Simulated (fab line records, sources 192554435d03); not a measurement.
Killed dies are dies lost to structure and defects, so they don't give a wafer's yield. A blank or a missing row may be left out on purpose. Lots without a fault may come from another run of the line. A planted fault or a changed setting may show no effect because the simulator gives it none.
Which tool did it? | flow n5_finfet | 22 lots, 66 wafers sampled, at 5 steps of a route of 1938

WHAT THE GAUGES READ, wafer by wafer
N5_BEOL_M7_RS_MEAS_57: measures by four-point-probe. Usual: M7_RS 0.284 ohm/sq, standard deviation 0.011.
lot  | measured     | on            | M7_RS (ohm/sq)    | flag
L074 | day 10 05:03 | film_metro-02 | 0.306 0.276 0.280 |
L075 | day 10 07:39 | film_metro-02 | 0.282 0.304 0.279 |
L078 | day 12 08:13 | film_metro-01 | 0.292 0.298 0.289 |
L077 | day 12 09:59 | film_metro-02 | 0.281 0.282 0.303 |
L079 | day 13 01:41 | film_metro-02 | 0.285 0.294 0.289 |
L080 | day 13 05:23 | film_metro-02 | 0.271 0.288 0.295 |
L081 | day 13 12:14 | film_metro-02 | 0.279 0.279 0.277 |
L082 | day 13 18:15 | film_metro-02 | 0.307 0.275 0.289 |
L083 | day 14 06:37 | film_metro-02 | 0.290 0.274 0.281 |
L084 | day 14 14:34 | film_metro-01 | 0.297 0.278 0.277 |
L085 | day 14 16:23 | film_metro-02 | 0.285 0.277 0.276 |
L087 | day 14 18:55 | film_metro-02 | 0.289 0.291 0.281 |
L086 | day 14 19:31 | film_metro-02 | 0.295 0.296 0.279 |
L076 | day 15 03:55 | film_metro-02 | 0.285 0.284 0.299 |
L089 | day 15 04:10 | film_metro-02 | 0.282 0.285 0.293 |
L090 | day 15 11:54 | film_metro-02 | 0.299 0.284 0.275 |
L091 | day 16 02:04 | film_metro-01 | 0.293 0.277 0.269 |
L088 | day 16 08:13 | film_metro-02 | 0.263 0.264 0.289 |
L094 | day 16 11:46 | film_metro-02 | 0.286 0.274 0.276 |
L093 | day 16 15:28 | film_metro-01 | 0.284 0.280 0.287 |
L095 | day 16 17:20 | film_metro-02 | 0.291 0.308 0.278 |
L096 | day 16 20:43 | film_metro-01 | 0.276 0.265 0.256 |

N5_BEOL_M9_CD_MEAS_18: pitch 140 nm, target cd 70 nm. Usual: cd_nm 70.2 nm, standard deviation 0.62.
lot  | measured     | on        | cd_nm (nm)     | flag
L074 | day 10 17:41 | cd_sem-01 | 70.6 69.6 70.2 |
L075 | day 10 17:42 | cd_sem-03 | 70.6 70.4 71.1 |
L078 | day 12 19:00 | cd_sem-01 | 68.3 70.3 69.9 |
L077 | day 12 21:43 | cd_sem-01 | 68.8 70.2 69.4 |
L079 | day 13 15:34 | cd_sem-01 | 69.5 70.4 71.2 |
L080 | day 13 16:00 | cd_sem-03 | 70.2 70.9 70.4 |
L081 | day 14 05:14 | cd_sem-02 | 70.8 70.4 70.1 |
L082 | day 14 08:54 | cd_sem-02 | 69.2 70.6 69.1 |
L083 | day 14 18:37 | cd_sem-03 | 69.8 71.5 71.0 |
L084 | day 15 05:49 | cd_sem-02 | 70.2 69.7 69.4 |
L085 | day 15 05:51 | cd_sem-03 | 70.4 70.3 69.8 |
L087 | day 15 08:32 | cd_sem-02 | 70.7 69.6 70.6 |
L086 | day 15 08:52 | cd_sem-02 | 70.4 70.5 70.4 |
L076 | day 15 18:44 | cd_sem-02 | 69.8 69.8 69.9 |
L089 | day 15 18:54 | cd_sem-01 | 70.3 69.3 69.7 |
L090 | day 16 02:02 | cd_sem-03 | 70.5 70.7 68.9 |
L091 | day 16 15:34 | cd_sem-01 | 71.4 70.0 70.3 |
L088 | day 16 20:08 | cd_sem-02 | 70.2 70.3 70.9 |
L094 | day 17 01:09 | cd_sem-03 | 69.7 70.5 69.3 |
L093 | day 17 01:14 | cd_sem-02 | 70.0 69.3 70.1 |
L095 | day 17 05:11 | cd_sem-03 | 70.0 69.9 70.6 |
L096 | day 17 06:27 | cd_sem-03 | 70.7 70.5 70.8 |

WHICH TOOL RAN EACH LOT (tool, then ch and the chambers of the sampled wafers, then the start)
lot  | N5_BEOL_M8_ETCH_72                 | N5_BEOL_M8_STRIP_36                | N5_BEOL_M9_ETCH_62
L074 | rie_diel-03 ch 0,1,2, day 10 10:06 | rie_diel-03 ch 0,1,2, day 10 10:18 | rie_diel-06 ch 0,3, day 10 17:13
L075 | rie_diel-03 ch 0,1,2, day 10 13:08 | rie_diel-03 ch 0,1,2, day 10 13:20 | rie_diel-02 ch 1,2,3, day 10 17:16
L078 | rie_diel-03 ch 0,3, day 12 11:31   | rie_diel-03 ch 0,2, day 12 11:43   | rie_diel-06 ch 0,1,2, day 12 18:37
L077 | rie_diel-01 ch 1,2, day 12 16:20   | rie_diel-01 ch 1,2, day 12 16:32   | rie_diel-04 ch 0,2,3, day 12 21:25
L079 | rie_diel-03 ch 0,1,2, day 13 07:11 | rie_diel-03 ch 0,1,2, day 13 07:23 | rie_diel-06 ch 0,1,2, day 13 15:10
L080 | rie_diel-01 ch 0,1,2, day 13 10:49 | rie_diel-01 ch 0,1,2, day 13 11:00 | rie_diel-04 ch 0,1, day 13 15:38
L081 | rie_diel-03 ch 0,1,3, day 13 17:35 | rie_diel-03 ch 0,1,3, day 13 17:47 | rie_diel-06 ch 0,2,3, day 14 04:46
L082 | rie_diel-01 ch 0,1,2, day 14 02:28 | rie_diel-01 ch 0,1,2, day 14 02:40 | rie_diel-06 ch 0,1,2, day 14 08:22
L083 | rie_diel-01 ch 0,2, day 14 09:46   | rie_diel-01 ch 0,2, day 14 09:58   | rie_diel-06 ch 0,1, day 14 18:07
L084 | rie_diel-05 ch 0,2,3, day 14 21:05 | rie_diel-05 ch 0,2,3, day 14 21:17 | rie_diel-06 ch 0,1,3, day 15 04:55
L085 | rie_diel-01 ch 0,1, day 14 21:13   | rie_diel-01 ch 0,1, day 14 21:24   | rie_diel-06 ch 1,3, day 15 05:22
L087 | rie_diel-05 ch 2,3, day 14 22:59   | rie_diel-05 ch 2,3, day 14 23:11   | rie_diel-06 ch 0,3, day 15 08:10
L086 | rie_diel-01 ch 0,1,3, day 14 23:25 | rie_diel-01 ch 0,1,3, day 14 23:37 | rie_diel-04 ch 0,1, day 15 08:24
L076 | rie_diel-05 ch 0,1,2, day 15 10:10 | rie_diel-05 ch 0,1,2, day 15 10:22 | rie_diel-04 ch 0,1,3, day 15 18:22
L089 | rie_diel-03 ch 2,3, day 15 10:13   | rie_diel-03 ch 2,3, day 15 10:25   | rie_diel-02 ch 0,3, day 15 18:32
L090 | rie_diel-05 ch 0,1,2, day 15 19:51 | rie_diel-05 ch 0,1,2, day 15 20:03 | rie_diel-02 ch 0,1,3, day 16 01:40
L091 | rie_diel-05 ch 0,1, day 16 06:40   | rie_diel-05 ch 0,1, day 16 06:52   | rie_diel-04 ch 1,2, day 16 15:02
L088 | rie_diel-03 ch 0,1, day 16 14:09   | rie_diel-03 ch 0,1, day 16 14:21   | rie_diel-02 ch 0,1,2, day 16 19:45
L094 | rie_diel-01 ch 1,2,3, day 16 18:19 | rie_diel-01 ch 1,2,3, day 16 18:31 | rie_diel-02 ch 0,1,3, day 17 00:31
L093 | rie_diel-05 ch 0,1, day 16 18:26   | rie_diel-05 ch 0,1, day 16 18:38   | rie_diel-04 ch 0,2,3, day 17 00:50
L095 | rie_diel-05 ch 0,1,3, day 16 20:41 | rie_diel-05 ch 0,1,3, day 16 20:53 | rie_diel-06 ch 0,3, day 17 04:43
L096 | rie_diel-05 ch 0,1,3, day 16 23:35 | rie_diel-05 ch 0,1,3, day 16 23:47 | rie_diel-04 ch 0,1, day 17 05:58
- N5_BEOL_M8_ETCH_72: etches underlayer in N2/H2, target depth 6.5 nm, time 5.2 s.
- N5_BEOL_M8_STRIP_36: strips in N2/H2.
- N5_BEOL_M9_ETCH_62: etches SOC in N2/H2, target depth 110 nm, overetch 22 nm, time 165 s.

WHAT THE TOOLS THEMSELVES READ (means of the sampled wafers that have a number; where no wafer has one, the mark that the record gives instead)
N5_BEOL_M8_ETCH_72. Usual: drypump_motor_current_A 5.9 A, standard deviation 0.49; etch_rf_on_time_s 5.18 s, standard deviation 0.1; oes_product_au 0.68 a.u., standard deviation 0.051; rf_vpp_V 523.0 V, standard deviation 2.5; showerhead_plenum_p_Torr 2.50 Torr, standard deviation 0.085; throttle_valve_pct 17.79 %, standard deviation 0.22.
lot  | tool        | drypump_motor_current_A (A) | etch_rf_on_time_s (s) | oes_product_au (a.u.) | rf_vpp_V (V) | showerhead_plenum_p_Torr (Torr) | throttle_valve_pct (%) | flag
L074 | rie_diel-03 | 6.4                         | 5.22                  | 0.71                  | 522.6        | 2.54                            | 17.85                  |
L075 | rie_diel-03 | 6.4                         | 5.23                  | 0.70                  | 523.7        | 2.54                            | 17.86                  |
L078 | rie_diel-03 | 5.7                         | 5.17                  | 0.77                  | 525.1        | 2.56                            | 18.01                  |
L077 | rie_diel-01 | 6.1                         | 5.14                  | 0.66                  | 523.8        | 2.52                            | 17.79                  |
L079 | rie_diel-03 | 6.4                         | 5.19                  | 0.69                  | 524.1        | 2.53                            | 17.89                  |
L080 | rie_diel-01 | 6.0                         | 5.23                  | 0.63                  | 522.7        | 2.50                            | 17.87                  |
L081 | rie_diel-03 | 6.0                         | 5.22                  | 0.72                  | 524.0        | 2.55                            | 17.92                  |
L082 | rie_diel-01 | 6.0                         | 5.24                  | 0.62                  | 523.4        | 2.50                            | 17.86                  |
L083 | rie_diel-01 | 6.0                         | 5.34                  | 0.62                  | 522.5        | 2.48                            | 17.94                  |
L084 | rie_diel-05 | 5.5                         | 5.11                  | 0.68                  | 525.2        | 2.55                            | 17.76                  |
L085 | rie_diel-01 | 6.4                         | 5.12                  | 0.65                  | 521.9        | 2.46                            | 17.79                  |
L087 | rie_diel-05 | 5.6                         | 5.05                  | 0.66                  | 524.8        | 2.57                            | 17.88                  |
L086 | rie_diel-01 | 5.9                         | 5.27                  | 0.63                  | 519.4        | 2.40                            | 17.75                  |
L076 | rie_diel-05 | 5.7                         | 5.13                  | 0.68                  | 523.0        | 2.55                            | 17.83                  |
L089 | rie_diel-03 | 6.0                         | 5.17                  | 0.74                  | 526.1        | 2.59                            | 18.00                  |
L090 | rie_diel-05 | 5.7                         | 5.19                  | 0.66                  | 524.1        | 2.55                            | 17.84                  |
L091 | rie_diel-05 | 5.9                         | 5.21                  | 0.70                  | 523.6        | 2.49                            | 17.70                  |
L088 | rie_diel-03 | 6.3                         | 5.27                  | 0.67                  | 524.1        | 2.53                            | 17.83                  |
L094 | rie_diel-01 | 5.7                         | 5.08                  | 0.69                  | 521.6        | 2.45                            | 17.69                  |
L093 | rie_diel-05 | 5.6                         | 5.23                  | 0.68                  | 524.3        | 2.52                            | 17.77                  |
L095 | rie_diel-05 | 5.7                         | 5.18                  | 0.69                  | 523.6        | 2.49                            | 17.64                  |
L096 | rie_diel-05 | 5.7                         | 5.21                  | 0.69                  | 523.7        | 2.49                            | 17.66                  |

N5_BEOL_M8_STRIP_36. Usual: drypump_motor_current_A 5.9 A, standard deviation 0.49; oes_product_au 0.79 a.u., standard deviation 0.061; rf_vpp_V 59.1 V, standard deviation 1.4; showerhead_plenum_p_Torr 2.50 Torr, standard deviation 0.085; throttle_valve_pct 23.54 %, standard deviation 0.28.
lot  | tool        | drypump_motor_current_A (A) | oes_product_au (a.u.) | rf_vpp_V (V) | showerhead_plenum_p_Torr (Torr) | throttle_valve_pct (%) | flag
L074 | rie_diel-03 | 6.4                         | 0.82                  | 58.5         | 2.54                            | 23.67                  |
L075 | rie_diel-03 | 6.4                         | 0.83                  | 59.9         | 2.54                            | 23.67                  |
L078 | rie_diel-03 | 6.2                         | 0.80                  | 58.9         | 2.49                            | 23.93                  |
L077 | rie_diel-01 | 6.1                         | 0.77                  | 59.1         | 2.52                            | 23.56                  |
L079 | rie_diel-03 | 6.4                         | 0.81                  | 59.5         | 2.53                            | 23.72                  |
L080 | rie_diel-01 | 6.0                         | 0.74                  | 58.6         | 2.50                            | 23.61                  |
L081 | rie_diel-03 | 6.0                         | 0.84                  | 60.6         | 2.54                            | 23.77                  |
L082 | rie_diel-01 | 6.1                         | 0.74                  | 58.9         | 2.50                            | 23.60                  |
L083 | rie_diel-01 | 6.0                         | 0.72                  | 58.3         | 2.47                            | 23.66                  |
L084 | rie_diel-05 | 5.5                         | 0.78                  | 60.6         | 2.55                            | 23.51                  |
L085 | rie_diel-01 | 6.4                         | 0.77                  | 59.4         | 2.45                            | 23.56                  |
L087 | rie_diel-05 | 5.6                         | 0.76                  | 59.5         | 2.57                            | 23.57                  |
L086 | rie_diel-01 | 5.9                         | 0.74                  | 58.1         | 2.39                            | 23.42                  |
L076 | rie_diel-05 | 5.7                         | 0.79                  | 59.8         | 2.54                            | 23.57                  |
L089 | rie_diel-03 | 6.0                         | 0.87                  | 58.7         | 2.59                            | 23.80                  |
L090 | rie_diel-05 | 5.7                         | 0.78                  | 58.7         | 2.54                            | 23.58                  |
L091 | rie_diel-05 | 5.9                         | 0.84                  | 58.1         | 2.48                            | 23.42                  |
L088 | rie_diel-03 | 6.3                         | 0.77                  | 60.0         | 2.52                            | 23.66                  |
L094 | rie_diel-01 | 5.7                         | 0.81                  | 58.0         | 2.45                            | 23.43                  |
L093 | rie_diel-05 | 5.7                         | 0.80                  | 60.2         | 2.52                            | 23.52                  |
L095 | rie_diel-05 | 5.7                         | 0.80                  | 58.3         | 2.48                            | 23.37                  |
L096 | rie_diel-05 | 5.7                         | 0.81                  | 59.1         | 2.48                            | 23.38                  |

N5_BEOL_M9_ETCH_62. Usual: drypump_motor_current_A 5.5 A, standard deviation 0.36; oes_product_au 0.68 a.u., standard deviation 0.084; rf_vpp_V 522.7 V, standard deviation 2.7; showerhead_plenum_p_Torr 2.51 Torr, standard deviation 0.095; throttle_valve_pct 17.80 %, standard deviation 0.24.
lot  | tool        | drypump_motor_current_A (A) | oes_product_au (a.u.) | rf_vpp_V (V) | showerhead_plenum_p_Torr (Torr) | throttle_valve_pct (%) | flag
L074 | rie_diel-06 | 5.2                         | 0.65                  | 520.2        | 2.45                            | 17.93                  |
L075 | rie_diel-02 | 5.7                         | 0.60                  | 522.0        | 2.48                            | 17.88                  |
L078 | rie_diel-06 | 5.2                         | 0.63                  | 521.8        | 2.50                            | 17.75                  |
L077 | rie_diel-04 | 5.6                         | 0.64                  | 523.5        | 2.55                            | 17.95                  |
L079 | rie_diel-06 | 5.3                         | 0.63                  | 523.6        | 2.50                            | 17.77                  |
L080 | rie_diel-04 | 6.0                         | 0.75                  | 524.3        | 2.57                            | 17.65                  |
L081 | rie_diel-06 | 5.2                         | 0.63                  | 522.6        | 2.51                            | 17.94                  |
L082 | rie_diel-06 | 5.3                         | 0.62                  | 522.3        | 2.50                            | 17.79                  |
L083 | rie_diel-06 | 5.2                         | 0.67                  | 521.0        | 2.45                            | 17.66                  |
L084 | rie_diel-06 | 5.3                         | 0.63                  | 520.2        | 2.42                            | 17.85                  |
L085 | rie_diel-06 | 5.6                         | 0.60                  | 519.8        | 2.40                            | 17.87                  |
L087 | rie_diel-06 | 5.1                         | 0.66                  | 521.2        | 2.45                            | 17.83                  |
L086 | rie_diel-04 | 6.0                         | 0.74                  | 523.4        | 2.56                            | 17.69                  |
L076 | rie_diel-04 | 5.9                         | 0.76                  | 523.4        | 2.56                            | 17.68                  |
L089 | rie_diel-02 | 5.6                         | 0.65                  | 524.2        | 2.53                            | 18.01                  |
L090 | rie_diel-02 | 5.7                         | 0.65                  | 522.2        | 2.50                            | 17.86                  |
L091 | rie_diel-04 | 5.9                         | 0.70                  | 527.7        | 2.69                            | 17.90                  |
L088 | rie_diel-02 | 5.6                         | 0.71                  | 522.4        | 2.50                            | 17.60                  |
L094 | rie_diel-02 | 5.7                         | 0.73                  | 523.2        | 2.50                            | 17.71                  |
L093 | rie_diel-04 | 5.6                         | 0.69                  | 523.7        | 2.53                            | 17.84                  |
L095 | rie_diel-06 | 5.1                         | 0.65                  | 521.2        | 2.45                            | 17.84                  |
L096 | rie_diel-04 | 6.1                         | 0.73                  | 526.1        | 2.63                            | 17.74                  |

THE ANSWER, worked out from the rows above alone
Rule: a lot is off if the mean of its wafers that have a number lies more than 3 standard deviations from the usual mean. A lot without any number at a reading at which 4 lots or more have one is off too. The other lots that the step has rows for count as sound. The gauges are gone through in route order, then the tools' own readings, and for those a lot's mean is taken as printed above. The first step at which some lot is off is used, and at that step the reading that is off furthest; a lot without a number counts as furthest.
No lot is off at any reading shown: from this, nothing can be told.

WHAT THE SIMULATOR HAD PUT IN
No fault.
